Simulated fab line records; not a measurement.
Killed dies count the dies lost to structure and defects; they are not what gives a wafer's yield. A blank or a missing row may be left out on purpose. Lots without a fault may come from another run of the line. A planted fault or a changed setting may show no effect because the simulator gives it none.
fab line records -- flow n5_finfet
[record] lots = 7, wafers = 39
route steps=1938 shown FIN_SAQP@94 DUMMY_GATE@243 SD_EPI_N@281 HKMG_FIN@412 GATE_CUT@492 BEOL_M4@1111
start_h: start of the lot's first displayed wafer, in hours after the record's first day -- wait_h: hours since the lot's step before -- " the same as in the row above -- L1.1+2: a single row standing in for several wafers -- - either no value or no given start -- * or withheld: withheld -- < > ~ a bound
route shown NAME@n: a module of which the file shows steps, and the number in the route of the first -- usual: average and standard deviation across the fault-free wafers -- same: alike in all rows -- chamber/n: place in a boat -- sites: each site's reading -- _std_site: standard deviation across them -- _edge_site: mean of outer sites minus mean of inner sites -- radius_mm: for every site, how far away it sits from the centre of the wafer -- mask NAME#n: copy n -- behind: tool/chamber where the wafer was last shaped -- hold: cause of the lot's hold/its duration in hours/its outcome -- device: the n, p or np transistor that did not switch -- end of line: the route-end tests of the same wafers -- a step without rows: its recipe alone -- killed: not the wafer's yield, but the dies lost to structure and defects at the first sort -- map: a wafer's dies, marking killed ones x, the rest . and places with no die _
set.NAME: the setting that was run; set.NAME@STEP: the one run at that earlier step -- model.NAME: the simulator's own value behind a step, which no gauge read
lots with deliberately changed settings; one table per step, one row per wafer
[[steps]]
[step N5_FIN_SAQP_ALD_61]
[recipe] material = SiO2, target_thk_a = 40, temp_c = 300, ald_precursor_family = BDEAS, ald_co_reactant = O2-plasma, pulse_time_s = 1, purge_time_s = 2, co_reactant_purge_time_s = 2, ald_cycles = 43, pressure_torr = 2
[step N5_DUMMY_GATE_ETCH_31]
[recipe] chemistry = C4F6/O2, target = SiO2, mask_material = SOC, target_depth_a = 825, time_s = 27.5, ion_energy_ev = 250, pressure_mtorr = 30, source_w = 345, bias_w = 185, Ar_flow_sccm = 300, C4F6_flow_sccm = 10, O2_flow_sccm = 10
[step N5_SD_EPI_N_SD_RECESS_17]
[recipe] chemistry = HBr/Cl2/O2, target_depth_a = 410, mask_material = SOC, time_s = 23.7, bt_time_s = 3, pressure_mtorr = 10, icp_w = 800, bias_w = 112, HBr_flow_sccm = 150, Cl2_flow_sccm = 80, O2_flow_sccm = 12
[step N5_HKMG_FIN_ALD_79]
[recipe] material = TiN, target_thk_a = 15, temp_c = 400, ald_precursor_family = TiCl4, ald_co_reactant = NH3, pulse_time_s = 1, purge_time_s = 3, co_reactant_purge_time_s = 2, co_reactant_pulse_time_s = 2, ald_cycles = 68, pressure_torr = 3
[step N5_HKMG_FIN_RTA_80]
[recipe] temp_c = withheld, time_s = 2, ambient = N2, idle_temp_c = 600, ramp_up_c_per_s = 150, ramp_down_c_per_s = 60, cool_to_c = 600
[step N5_GATE_CUT_ETCH_36]
[recipe] chemistry = CF4, target = SiARC, target_depth_a = 130, mask_material = CAR-EUV, time_s = 21.7, ion_energy_ev = 80, pressure_mtorr = 40, source_w = 545, bias_w = 36, Ar_flow_sccm = 100, cf4_flow_sccm = 100, ends = cleared
[step N5_GATE_CUT_CUT_ETCH_53]
[recipe] chemistry = SF6/Cl2, target = W, mask_material = SiO2, target_depth_a = 792, pressure_mtorr = 8, icp_w = 900, bias_w = 80, SF6_flow_sccm = 40, Cl2_flow_sccm = 60, ends = cleared
[step N5_BEOL_M4_RC_MEAS_101]
[usual] CJ_N = 4.36/0.092
lot.wafer,tool,chamber,start_h,wait_h,set.ald_cycles@FIN_SAQP_ALD_61,set.target_depth_a@DUMMY_GATE_ETCH_31,set.time_s@SD_EPI_N_SD_RECESS_17,set.co_reactant_pulse_time_s@HKMG_FIN_ALD_79,set.time_s@HKMG_FIN_RTA_80,set.cf4_flow_sccm@GATE_CUT_ETCH_36,set.icp_w@GATE_CUT_CUT_ETCH_53,CJ_N
L074.1,prober-02,0,156.85,0.0,43,825,23.7,2.313,2,100,900,4.44
L074.2,prober-02,0,156.85,0.0,43,825,23.7,2,2,100,1047,4.32
L074.3,prober-02,0,156.85,0.0,43,825,24.35,2,2,89.2,900,4.43
L074.4,prober-02,0,156.85,0.0,43,825,24.35,2,2,100,1047,4.57
L074.5,prober-02,0,156.85,0.0,43,825,23.7,2.313,2,89.2,1047,4.35
L074.6,prober-02,0,156.85,0.0,43,825,24.35,2.313,2,89.2,900,4.46
L075.1,prober-02,0,159.67,0.0,43,825,23.7,2,2,100,900,4.08
L075.3,prober-02,0,159.67,0.0,43,825,23.7,2,2,100,900,4.30
L075.5,prober-02,0,159.67,0.0,43,825,23.7,2,2,100,900,4.14
L076.1,prober-02,0,163.10,0.0,43,914.2,23.7,1.852,2,100,900,4.26
L076.2,prober-02,0,163.10,0.0,43,825,23.7,2,2,100,900,4.38
L076.3,prober-02,0,163.10,0.0,46,914.2,23.7,2,2.29,120.7,900,4.31
L076.4,prober-02,0,163.10,0.0,46,825,25.72,1.852,2,120.7,900,4.43
L076.5,prober-02,0,163.10,0.0,43,825,25.72,1.852,2.29,120.7,900,4.59
L076.6,prober-02,0,163.10,0.0,46,914.2,25.72,2,2.29,100,900,4.60
L083.1,prober-02,0,206.20,0.0,48,825,24.5,2.427,2,100,832.5,4.42
L083.2,prober-02,0,206.20,0.0,43,782.1,23.7,2,2,100,832.5,4.24
L083.3,prober-02,0,206.20,0.0,43,825,24.5,2,2,116.7,900,4.44
L083.4,prober-02,0,206.20,0.0,43,782.1,24.5,2.427,2,116.7,900,4.53
L083.5,prober-02,0,206.20,0.0,48,825,23.7,2.427,2,116.7,832.5,4.40
L083.6,prober-02,0,206.20,0.0,48,782.1,23.7,2,2,100,900,4.28
L085.1,prober-01,0,222.25,0.0,43,825,23.7,2,2,116.7,900,4.48
L085.2,prober-01,0,222.25,0.0,48,825,22.07,1.605,2,116.7,900,4.02
L085.3,prober-01,0,222.25,0.0,48,853.1,22.07,2,2,100,900,4.13
L085.4,prober-01,0,222.25,0.0,43,853.1,23.7,1.605,2,116.7,900,4.45
L085.5,prober-01,0,222.25,0.0,43,825,22.07,1.605,2,100,900,4.19
L085.6,prober-01,0,222.25,0.0,48,853.1,23.7,2,2,100,900,4.46
L086.1,prober-02,0,229.28,0.0,43,902.8,23.7,1.835,1.773,100,900,4.52
L086.2,prober-02,0,229.28,0.0,43,825,23.7,1.835,2,91.31,900,4.44
L086.3,prober-02,0,229.28,0.0,43,902.8,23.7,2,2,100,854.8,4.46
L086.4,prober-02,0,229.28,0.0,43,825,21.97,2,1.773,91.31,900,4.14
L086.5,prober-02,0,229.28,0.0,43,902.8,21.97,1.835,2,91.31,854.8,4.06
L086.6,prober-02,0,229.28,0.0,43,825,21.97,2,1.773,100,854.8,4.12
L097.1,prober-01,0,297.85,0.0,43,780.6,23.7,2,1.736,100,900,4.53
L097.2,prober-01,0,297.85,0.0,43,825,21.6,2,1.736,100,900,4.09
L097.3,prober-01,0,297.85,0.0,43,780.6,21.6,1.798,2,100,1054,4.00
L097.4,prober-01,0,297.85,0.0,43,825,23.7,1.798,2,78.19,900,4.44
L097.5,prober-01,0,297.85,0.0,43,825,23.7,2,2,78.19,1054,4.40
L097.6,prober-01,0,297.85,0.0,43,780.6,21.6,1.798,1.736,78.19,1054,4.09
[[key]]
[split] step = N5_FIN_SAQP_ALD_61, setting = ald_cycles, stated_as = 43
response none clear
[split] step = N5_DUMMY_GATE_ETCH_31, setting = target_depth_a, stated_as = 825
response none clear
[split] step = N5_SD_EPI_N_SD_RECESS_17, setting = time_s, stated_as = 23.7
[response] step = N5_BEOL_M4_RC_MEAS_101, reading = CJ_N, slope = +0.0417, per = 1%, together_with = all, explained = 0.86
[split] step = N5_HKMG_FIN_ALD_79, setting = co_reactant_pulse_time_s, stated_as = 2
response none clear
[split] step = N5_HKMG_FIN_RTA_80, setting = time_s, stated_as = 2
response none clear
[split] step = N5_GATE_CUT_ETCH_36, setting = cf4_flow_sccm, stated_as = 100
response none clear
[split] step = N5_GATE_CUT_CUT_ETCH_53, setting = icp_w, stated_as = 900
response none clear
